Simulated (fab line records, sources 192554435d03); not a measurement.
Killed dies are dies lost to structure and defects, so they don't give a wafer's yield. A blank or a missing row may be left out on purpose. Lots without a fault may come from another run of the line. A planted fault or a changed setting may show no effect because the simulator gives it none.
fab line records | flow n5_finfet
record lots=7 wafers=21 last_day=18
route steps=1938 shown BEOL_M4@1111 BEOL_M10@1511 BEOL_M11@1540 PASSIVATION@1936
lots that met no fault: from a run of the same line without faults
start_h: hours from the record's first day to the start of the lot's first wafer shown | wait_h: hours since the lot's step before | " the same as in the row above | L1.1+2: a row that stands for several wafers | - no value, or no start given | * or withheld: withheld | < > ~ a bound
route shown NAME@n: a module of which the file shows steps, and the number in the route of the first | usual: mean/standard deviation of fault-free wafers | same: alike in all rows | chamber/n: place in a boat | sites: the reading at each site | _std_site: their standard deviation | _edge_site: outer sites' mean less inner sites' | radius_mm: how far each site lies from the wafer's centre | mask NAME#n: copy n | behind: the tool/chamber that last shaped the wafer | hold: why the lot was held/for how many hours/how that ended | device: the transistor (n, p or np) that didn't switch | end of line: the same wafers' tests at the end of the route | a step without rows: its recipe alone | killed: dies lost to structure and defects at the first sort, not the wafer's yield | map: a wafer's dies, x killed, . not, _ none there
set.NAME: the setting as run; set.NAME@STEP: as run at that earlier step | model.NAME: the simulator's own value behind a step, which no gauge read
steps of the route over a sample of lots; a table a step, a row a wafer
services: from which hour (start_h, from the record's first day; less than 0 if before it) a tool's chamber was out of use, for how many hours, and why
## steps
# step N5_BEOL_M4_RC_MEAS_101
# usual DIBL_N=36.4/1.7 DIBL_P=36.4/2.1 IOFF_N=0.16/0.035 IOFF_P=0.21/0.035 ION_N=680/11 ION_P=465/6.8 SS_N=71.5/0.58 SS_P=73.2/0.72 VT_N=249/3.6 VT_P=-250/3.1
# columns lot.wafer tool chamber start_h wait_h DIBL_N[mV/V] DIBL_P[mV/V] IOFF_N[nA/um] IOFF_P[nA/um] ION_N[uA/um] ION_P[uA/um] SS_N[mV/dec] SS_P[mV/dec] VT_N[mV] VT_P[mV]
L878.3 prober-01 0 191.48 0.3 35.5 36.7 0.17 0.22 701 472 71.6 73.9 246 -246
L878.5 " 0 " " 36.5 37.4 0.20 0.23 691 463 71.4 73.5 246 -246
L878.6 " 0 " " 34.6 35.5 0.16 0.19 686 464 71.5 73.5 250 -251
L879.1 prober-02 0 213.96 0.0 35.7 37.8 0.17 0.19 678 457 71.7 73.8 250 -254
L879.2 " 0 " " 34.6 35.9 0.14 0.17 662 451 71.5 73.2 252 -256
L879.5 " 0 " " 36.0 37.8 0.18 0.20 680 459 71.9 74.4 247 -251
L887.3 prober-01 0 247.19 0.3 35.3 34.5 0.14 0.18 679 463 71.1 72.3 250 -252
L887.4 " 0 " " 35.7 34.5 0.15 0.20 679 461 71.2 72.8 248 -249
L887.5 " 0 " " 36.4 34.9 0.16 0.20 678 459 71.6 73.1 247 -252
L889.3 prober-01 0 256.67 0.3 34.4 34.9 0.12 0.16 665 453 69.9 72.7 255 -258
L889.5 " 0 " " 36.8 37.8 0.15 0.20 668 456 71.1 73.4 254 -252
L889.6 " 0 " " 37.4 38.2 0.16 0.20 682 465 71.3 73.6 253 -254
L896.2 prober-02 0 293.39 0.2 39.5 40.4 0.24 0.28 686 463 73.2 74.5 243 -247
L896.3 " 0 " " 37.7 37.7 0.19 0.23 702 471 71.0 73.2 243 -249
L896.6 " 0 " " 41.5 42.8 0.31 0.32 717 480 72.9 75.0 239 -245
L897.1 prober-01 0 306.11 0.5 38.1 38.2 0.17 0.26 678 476 71.5 74.7 251 -248
L897.3 " 0 " " 36.0 34.8 0.14 0.20 674 470 71.9 72.7 252 -250
L897.4 " 0 " " 34.3 33.1 0.12 0.18 669 466 70.5 72.2 254 -251
L898.3 prober-01 0 309.77 0.3 36.0 36.2 0.16 0.23 678 470 71.7 72.8 248 -249
L898.5 " 0 " " 34.6 33.8 0.12 0.19 665 464 71.1 72.1 252 -251
L898.6 " 0 " " 38.6 39.1 0.21 0.28 692 469 72.3 74.4 247 -247
# step N5_BEOL_M10_STRIP_36
# recipe chemistry=N2/H2 power_w=450 temp_c=40 pressure_mtorr=20 rf_frequency_hz=6e+07 overash_fraction=0.3 bias_power_w=7 h2_frac=0.5 n2_flow_sccm=200 h2_flow_sccm=200
# usual drypump_motor_current_A=5.8/0.54 n2_flow_sccm=200.1/0.6 oes_product_au=0.78/0.081 rf_vpp_V=59.2/1.8 showerhead_plenum_p_Torr=2.52/0.071 throttle_valve_pct=23.7/0.36
# columns lot.wafer tool chamber start_h wait_h drypump_motor_current_A n2_flow_sccm oes_product_au rf_hours_counter_h rf_vpp_V showerhead_plenum_p_Torr throttle_valve_pct
L878.3 rie_diel-02 2 245.34 0.0 5.8 199.0 0.74 200 58.3 2.62 23.5
L878.5 " 0 " " 5.6 199.6 0.92 - 61.6 2.61 23.8
L878.6 " 3 " " 5.0 200.6 0.72 - 58.3 2.52 24.2
L879.1 rie_diel-02 0 266.93 0.0 5.6 200.3 0.92 15 60.6 2.61 23.7
L879.2 " 3 " " 5.0 200.9 0.72 212 60.6 2.52 24.3
L879.5 " 0 " " 5.6 200.9 0.92 - 57.6 2.61 23.7
L887.3 rie_diel-02 0 305.36 0.0 5.6 200.3 0.87 25 58.7 2.60 23.8
L887.4 " 2 " " 5.8 199.8 0.72 222 59.8 2.61 23.6
L887.5 " 0 " " 5.6 199.8 0.88 - 58.9 2.60 23.8
L889.3 rie_diel-02 3 309.48 0.0 5.0 200.4 0.71 227 60.5 2.51 24.3
L889.5 " 0 " " 5.6 200.9 0.88 - 61.0 2.60 23.8
L889.6 " 3 " " 5.0 200.5 0.71 - 56.0 2.51 24.3
L896.2 rie_diel-04 3 346.95 0.0 5.3 200.3 0.70 231 56.3 2.41 24.0
L896.3 " 2 " " 6.2 200.0 0.80 113 59.3 2.45 23.4
L896.6 " 3 " " 5.3 200.3 0.71 - 54.6 2.41 24.1
L897.1 rie_diel-01 3 360.07 0.0 6.2 200.4 0.78 120 58.1 2.56 23.4
L897.3 " 0 " " 5.3 200.5 0.80 105 61.9 2.53 23.1
L897.4 " 1 " " 5.5 200.7 0.75 130 60.6 2.55 23.3
L898.3 rie_diel-01 3 371.80 0.0 6.2 200.8 0.75 124 56.7 2.56 23.4
L898.5 " 0 " " 5.3 200.2 0.81 - 59.5 2.53 23.2
L898.6 " 3 " " 6.3 199.8 0.76 - 57.0 2.56 23.4
# step N5_BEOL_M10_ETCH_41
# recipe chemistry=CH3F/O2 target=SiCN target_depth_a=426 taper_deg=2 time_s=86 ion_energy_ev=120 mask_material=TiN pressure_mtorr=30 source_w=395 bias_w=75 Ar_flow_sccm=150 CH3F_flow_sccm=30 O2_flow_sccm=20
# usual bias_w=75.02/0.24 drypump_motor_current_A=5.8/0.54 oes_product_au=0.77/0.077 rf_vpp_V=297.1/1.4 showerhead_plenum_p_Torr=1.99/0.058 throttle_valve_pct=16.42/0.26
# same time_s=86
# columns lot.wafer tool chamber start_h wait_h bias_w drypump_motor_current_A oes_product_au rf_hours_counter_h rf_vpp_V showerhead_plenum_p_Torr throttle_valve_pct
L878.3 rie_diel-02 2 - - 74.98 5.8 0.73 200 297.8 2.06 16.39
L878.5 " 0 " " 75.02 5.6 0.93 - 298.9 2.05 16.23
L878.6 " 3 " " 75.15 5.0 0.71 - 296.4 1.98 16.80
L879.1 rie_diel-02 0 - - 74.72 5.6 0.89 15 298.1 2.05 16.23
L879.2 " 3 " " 75.25 5.0 0.71 212 295.9 1.98 16.79
L879.5 " 0 " " 74.63 5.6 0.89 - 297.6 2.05 16.23
L887.3 rie_diel-02 0 - - 74.93 5.6 0.86 25 299.0 2.04 16.25
L887.4 " 2 " " 74.96 5.8 0.72 222 298.7 2.06 16.42
L887.5 " 0 " " 74.70 5.6 0.86 - 299.0 2.04 16.25
L889.3 rie_diel-02 3 - - 75.09 5.0 0.70 227 296.6 1.97 16.82
L889.5 " 0 " " 74.62 5.6 0.87 - 297.0 2.04 16.24
L889.6 " 3 " " 74.80 5.0 0.69 - 297.0 1.97 16.83
L896.2 rie_diel-04 3 - - 75.21 5.3 0.70 231 294.8 1.90 16.66
L896.3 " 2 " " 75.00 6.1 0.79 113 296.6 1.91 16.07
L896.6 " 3 " " 75.13 5.3 0.70 - 296.0 1.90 16.64
L897.1 rie_diel-01 3 - - 75.01 6.2 0.75 120 298.9 2.01 15.97
L897.3 " 0 " " 74.80 5.3 0.80 106 298.4 2.02 16.42
L897.4 " 1 " " 75.27 5.4 0.76 130 296.5 2.03 16.39
L898.3 rie_diel-01 3 - - 75.28 6.2 0.74 124 298.0 2.01 15.97
L898.5 " 0 " " 75.25 5.3 0.78 - 297.6 2.02 16.45
L898.6 " 3 " " 75.31 6.2 0.75 - 298.3 2.01 15.98
# step N5_BEOL_M10_CMP_52
# recipe stop_on=SiCOH_lowk t_overpolish_s=7 down_force_psi=1 platen_rpm=50 clearing_platen_down_force_psi=1.5 clearing_platen_rpm=50 post_cmp_clean=cu_alkaline target_thk_nm=140 clearing_platen_pad_velocity_m_s=0.99484 pad_velocity_m_s=0.99484
# usual barrier_field_endpoint_s=28.8/0.79 clearing_platen_down_force_psi=1.500/0.0031 head_pressure_psi=1.0002/0.002 motor_current_A=6.0/0.67 overpolish_run_s=7.000/0.0095 pad_life_wafers=1062/600 platen_rpm=50.006/0.03 retaining_ring_pressure_frac=1.000/0.0049 time_to_endpoint_s=67/3.2
# columns lot.wafer tool chamber start_h wait_h barrier_field_endpoint_s clearing_platen_down_force_psi head_pressure_psi motor_current_A overpolish_run_s pad_life_wafers platen_rpm retaining_ring_pressure_frac time_to_endpoint_s
L878.3 cmp-03 3 247.38 0.2 29.3 1.501 1.0014 5.9 7.001 236 50.068 1.007 71
L878.6 " 1 " " 29.3 1.500 0.9999 5.2 7.020 - 49.917 0.991 70
L878.5 " 2 " " 28.6 1.501 1.0011 5.6 6.991 - 50.012 1.002 68
L879.2 cmp-02 0 270.93 0.2 28.6 1.501 1.0008 6.6 7.002 1350 49.983 0.994 68
L879.1 " 2 " " 28.5 1.495 0.9999 6.6 6.976 1352 49.974 0.991 66
L879.5 " 1 " " 29.9 1.499 1.0031 7.3 6.998 - 49.984 1.007 70
L887.4 cmp-03 2 309.13 0.1 - - - - - - - - -
L887.3 " 3 " " - - - - - - - - -
L887.5 " 2 " " - - - - - - - - -
L889.3 cmp-02 1 312.50 0.3 - - - - - - - - -
L889.5 " 2 " " - - - - - - - - -
L889.6 " 3 " " - - - - - - - - -
L896.3 cmp-04 0 349.75 0.2 28.4 1.500 1.0010 6.4 7.008 1092 50.011 1.000 66
L896.2 " 2 " " 28.2 1.502 1.0001 6.1 7.023 1094 49.995 1.004 64
L896.6 " 1 " " 28.9 1.502 1.0009 6.0 7.010 - 50.060 1.005 68
L897.3 cmp-02 3 363.33 0.2 28.5 1.498 0.9975 4.8 7.004 2094 50.034 1.006 67
L897.1 " 0 " " 30.2 1.501 0.9994 6.4 6.997 2095 50.014 1.003 72
L897.4 " 2 " " 29.0 1.499 0.9998 7.2 6.994 2097 50.029 0.995 67
L898.3 cmp-04 1 374.08 0.2 29.1 1.506 0.9996 5.9 7.003 1310 50.069 1.000 71
L898.6 " 3 " " 28.7 1.499 1.0017 5.8 6.986 - 50.046 0.998 66
L898.5 " 0 " " 29.3 1.496 1.0016 6.3 7.015 - 50.023 1.009 65
# step N5_BEOL_M10_THK_MEAS_53
# recipe thk_meas_gauge=xrf reads=Cu_of_BEOL_M10_ECD_50
# usual M10_THK=142.0/2.6
# columns lot.wafer tool chamber start_h wait_h M10_THK[nm]
L878.3 film_metro-01 - 247.60 - 146.6
L878.5 " - " " 140.0
L878.6 " - " " 144.9
L879.1 film_metro-02 - 271.23 - 141.3
L879.2 " - " " 145.3
L879.5 " - " " 141.0
L887.3 film_metro-01 - 309.42 0.2 314.0
L887.4 " - " " 314.8
L887.5 " - " " 318.9
L889.3 film_metro-01 - 312.68 0.1 324.3
L889.5 " - " " 325.6
L889.6 " - " " 325.1
L896.2 film_metro-01 - 350.04 - 141.5
L896.3 " - " " 144.6
L896.6 " - " " 143.1
L897.1 film_metro-01 - 363.63 - 142.4
L897.3 " - " " 142.1
L897.4 " - " " 141.8
L898.3 film_metro-01 - 374.30 - 137.8
L898.5 " - " " 139.9
L898.6 " - " " 139.2
# step N5_BEOL_M10_RS_MEAS_57
# recipe thk_meas_gauge=four-point-probe reads=Cu_of_BEOL_M10_ECD_50+Co_of_BEOL_M10_CVD_75+TaN_of_BEOL_M10_ALD_74
# usual M10_RS=0.1503/0.0027
# columns lot.wafer tool chamber start_h wait_h M10_RS[ohm/sq]
L878.3 film_metro-01 - 247.74 0.1 0.1443
L878.5 " - " " 0.1525
L878.6 " - " " 0.1469
L879.1 film_metro-02 - 271.36 0.1 0.1503
L879.2 " - " " 0.1460
L879.5 " - " " 0.1513
L887.3 film_metro-01 - 309.56 0.1 0.0611
L887.4 " - " " 0.0607
L887.5 " - " " 0.0600
L889.3 film_metro-01 - 312.81 0.1 0.0598
L889.5 " - " " 0.0596
L889.6 " - " " 0.0595
L896.2 film_metro-01 - 350.18 0.1 0.1509
L896.3 " - " " 0.1459
L896.6 " - " " 0.1486
L897.1 film_metro-02 - 363.76 0.1 0.1504
L897.3 " - " " 0.1509
L897.4 " - " " 0.1503
L898.3 film_metro-02 - 374.43 0.1 0.1551
L898.5 " - " " 0.1535
L898.6 " - " " 0.1539
# step N5_BEOL_M10_INSPECT_58
# recipe inspect_instrument=darkfield mode=post_dep
# usual raw_defect_count=76/26
# columns lot.wafer tool chamber start_h wait_h raw_defect_count
L878.3 defect_inspect-01 - 247.76 0.0 80
L878.5 " - " " 93
L878.6 " - " " 82
L879.1 defect_inspect-02 - 271.39 0.0 100
L879.2 " - " " 69
L879.5 " - " " 99
L887.3 defect_inspect-01 - 309.58 0.0 2342
L887.4 " - " " 2356
L887.5 " - " " 2385
L889.3 defect_inspect-01 - 312.84 0.0 2349
L889.5 " - " " 2466
L889.6 " - " " 2290
L896.2 defect_inspect-02 - 350.21 0.0 107
L896.3 " - " " 90
L896.6 " - " " 56
L897.1 defect_inspect-02 - 363.79 0.0 61
L897.3 " - " " 109
L897.4 " - " " 60
L898.3 defect_inspect-01 - 374.46 0.0 63
L898.5 " - " " 104
L898.6 " - " " 79
# step N5_BEOL_M11_HM_DEP_02
# recipe material=TiN target_thk_a=200 temp_c=25 chamber_pressure_pa=0.49996
# usual throttle_valve_pct=29.3/1.2
# columns lot.wafer tool chamber start_h wait_h throttle_valve_pct
L878.3 pvd_sputter-03 - 249.25 0.3 30.4
L878.5 " - " " 29.6
L878.6 " - " " 27.1
L879.1 pvd_sputter-01 - 272.66 0.6 30.3
L879.2 " - " " 29.2
L879.5 " - " " 30.0
L896.2 pvd_sputter-02 - 351.62 0.7 30.3
L896.3 " - " " 29.8
L896.6 " - " " 30.7
L897.1 pvd_sputter-03 - 368.35 3.9 30.3
L897.3 " - " " 29.2
L897.4 " - " " 29.5
L898.3 pvd_sputter-02 - 376.02 0.9 30.1
L898.5 " - " " 27.8
L898.6 " - " " 30.2
# step N5_PASSIVATION_PROBE_49
# usual defect_limited_yield=91.3/1.4 killed_at_M0_to_M3=36/11 killed_at_M4_up=13/5.2 killed_at_contacts=13/6.5 killed_at_front_end=37/11 killed_at_other=3.6/2.9 killed_dies=103/17 killed_on_rim=13/3.6 killed_open=68/12 killed_short=33/7.3 sort_bin_4_leakage=0.01/0.039 sort_bin_5_function=5.2/0.91 sort_bin_6_memory=3.2/0.67 sort_bin_8_speed=0.00/0.0099 sort_n_pass=1077/17 sort_yield_pct=91.3/1.4
# same gross_dies=1180 killed_at_back_side=0
# columns lot.wafer tool chamber start_h wait_h defect_limited_yield[%] killed_at_M0_to_M3 killed_at_M4_up killed_at_contacts killed_at_front_end killed_at_other killed_dies killed_on_rim killed_open killed_short sort_bin_4_leakage[%] sort_bin_5_function[%] sort_bin_6_memory[%] sort_bin_8_speed[%] sort_n_pass sort_yield_pct[%]
L887.3 prober-02 - 353.63 0.1 0 36 1085 5 51 3 1180 152 69 36 0 6.2 2.8 0 0 0
L887.4 prober-02 - 353.68 0.2 0 21 1092 8 56 3 1180 152 64 33 0 4.2 3.6 0 0 0
L887.5 prober-02 - 353.73 0.2 0 35 1085 13 45 2 1180 152 61 45 0 5.4 3.6 0 0 0
L889.3 prober-01 - 367.20 0.1 0 46 1077 22 31 4 1180 152 91 47 0 6.9 4.7 0 0 0
L889.5 prober-01 - 367.30 0.2 0 30 1099 17 34 0 1180 152 68 31 0 4.3 3.6 0 0 0
L889.6 prober-01 - 367.35 0.3 0 33 1108 4 33 2 1180 152 60 35 0 4.7 3.0 0 0 0
L897.1 prober-01 - 409.90 0.0 87.7 70 10 13 48 4 145 18 93 52 0 6.7 4.8 0 1035 87.7
L897.3 prober-01 - 410.00 0.1 92.5 40 14 3 24 8 89 12 61 28 0 4.7 2.6 0 1091 92.5
L897.4 prober-01 - 410.05 0.2 91.9 35 15 13 25 7 95 4 66 29 0 4.4 3.4 0 1085 91.9
# killed by level:class
L887.3 BEOL_M10:area_cmp=1072 STI_FIN_REVEAL:geometric_particle:open=14 BEOL_M3:geometric_particle:open=8 FIN_SAQP:geometric_particle:short=6 FIN_SAQP:geometric_particle:open=6 BEOL_M4:geometric_particle:open=6 BEOL_M2:geometric_particle:open=5 STI_FIN_REVEAL:geometric_particle:short=5
L887.4 BEOL_M10:area_cmp=1080 FIN_SAQP:geometric_particle:short=14 STI_FIN_REVEAL:geometric_particle:open=8 DUMMY_GATE:geometric_particle:open=6 MOL_CONTACT_COAG:geometric_particle:open=6 FIN_SAQP:geometric_particle:open=5 BEOL_M2:geometric_particle:open=5 BEOL_M0_SAQP:geometric_particle:open=4
L887.5 BEOL_M10:area_cmp=1069 MOL_CONTACT_COAG:geometric_particle:open=11 FIN_SAQP:geometric_particle:short=10 BEOL_M2:geometric_particle:short=8 FIN_SAQP:geometric_particle:open=7 STI_FIN_REVEAL:geometric_particle:open=7 BEOL_M0:geometric_particle:open=6 BEOL_M3:geometric_particle:open=6
L889.3 BEOL_M10:area_cmp=1040 BEOL_M4:geometric_particle:open=20 MOL_CONTACT_COAG:geometric_particle:open=20 BEOL_M0_SAQP:geometric_particle:short=13 BEOL_M0_SAQP:geometric_particle:open=12 STI_FIN_REVEAL:geometric_particle:open=7 FIN_SAQP:geometric_particle:short=6 BEOL_M1:geometric_particle:open=6
L889.5 BEOL_M10:area_cmp=1081 MOL_CONTACT_COAG:geometric_particle:open=13 FIN_SAQP:geometric_particle:short=10 BEOL_M0_SAQP:geometric_particle:open=10 BEOL_M4:geometric_particle:open=10 BEOL_M0_SAQP:geometric_particle:short=9 ILD0:geometric_particle:open=7 BEOL_M2:geometric_particle:open=7
L889.6 BEOL_M10:area_cmp=1085 BEOL_M4:geometric_particle:open=16 BEOL_M0_SAQP:geometric_particle:open=13 BEOL_M0_SAQP:geometric_particle:short=12 FIN_SAQP:geometric_particle:open=7 ILD0:geometric_particle:open=4 MOL_CONTACT_COAG:geometric_particle:open=4 STARTING-WAFER:geometric_particle:short=4
L897.1 BEOL_M0_SAQP:geometric_particle:open=26 BEOL_M0_SAQP:geometric_particle:short=16 FIN_SAQP:geometric_particle:open=11 FIN_SAQP:geometric_particle:short=9 MOL_CONTACT_COAG:geometric_particle:open=9 BEOL_M3:geometric_particle:open=9 STI_FIN_REVEAL:geometric_particle:open=6 BEOL_M2:geometric_particle:open=6
L897.3 BEOL_M0_SAQP:geometric_particle:open=13 BEOL_M3:geometric_particle:open=11 BEOL_M0_SAQP:geometric_particle:short=7 BEOL_M1:geometric_particle:open=6 FIN_SAQP:geometric_particle:open=5 BEOL_M4:geometric_particle:open=5 FIN_SAQP:geometric_particle:short=4 GATE_CUT:geometric_particle:short=4
L897.4 MOL_CONTACT_COAG:geometric_particle:open=11 BEOL_M3:geometric_particle:open=10 BEOL_M0_SAQP:geometric_particle:short=8 BEOL_M0_SAQP:geometric_particle:open=7 BEOL_M4:geometric_particle:open=7 STI_FIN_REVEAL:geometric_particle:open=6 FIN_SAQP:geometric_particle:short=5 FIN_SAQP:geometric_particle:open=4
## services
# columns tool chamber start_h hours kind
cmp-04 - 222.96 - consumable_replace:conditioner
cmp-04 - 222.96 - consumable_replace:pad
cmp-04 - 226.06 0.5 repair
rie_diel-01 - 226.88 11.4 repair
pvd_sputter-02 - 239.55 2.6 repair
rie_diel-02 0 269.78 9.7 repair
rie_diel-01 - 271.78 1.1 repair
rie_diel-04 1 272.31 - clean
rie_diel-04 1 272.31 - consumable_replace:focus_ring
rie_diel-04 1 272.31 14.9 scheduled_down
rie_diel-04 1 272.31 14.9 vent_cycle
rie_diel-02 - 301.01 2.8 pm
pvd_sputter-01 - 306.96 5.3 repair
pvd_sputter-01 - 347.23 7.8 repair
pvd_sputter-01 - 365.53 1.5 repair
cmp-03 - 366.91 0.2 repair
cmp-02 - 368.43 4.0 pm
cmp-02 - 372.43 - consumable_replace:conditioner
cmp-02 - 372.43 - consumable_replace:pad
cmp-03 - 375.79 0.8 repair
rie_diel-02 3 375.83 - clean
rie_diel-02 3 375.83 - consumable_replace:focus_ring
rie_diel-02 3 375.83 22.7 scheduled_down
rie_diel-02 3 375.83 22.7 vent_cycle
## key
first_sign step=N5_BEOL_M10_CMP_52 reading=tool_record direction=missing
effect step=N5_BEOL_M10_THK_MEAS_53 reading=M10_THK direction=up sigmas=69 usual=142.0 struck=320.4
effect step=N5_BEOL_M10_RS_MEAS_57 reading=M10_RS direction=down sigmas=33 usual=0.1503 struck=0.0601
effect step=N5_BEOL_M10_INSPECT_58 reading=raw_defect_count direction=up sigmas=88 usual=76 struck=2365
effect step=N5_PASSIVATION_PROBE_49 reading=killed_at_M4_up direction=up sigmas=99+ usual=13 struck=1091
more_kills_born_at N5_BEOL_M10_CMP_52@cmp-03=3221 N5_BEOL_M10_CMP_52@cmp-02=3206
met_at N5_BEOL_M10_CMP_52
struck_lots L887,L889
later_rows_left_out L887.3,L887.4,L887.5,L889.3,L889.5,L889.6
not_acting_at N5_BEOL_M10_STRIP_36,N5_BEOL_M10_ETCH_41,N5_BEOL_M11_HM_DEP_02
onset_between 270.93 309.13
fault kind=skipped_step_whole tool=cmp-02,cmp-03 chamber=- onset_h=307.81 steps=N5_BEOL_M10_CMP_52 scope=struck_lots_only
# later_rows_left_out: the simulator's readings of these wafers behind a module that went badly wrong aren't trusted and aren't shown, but for the sort
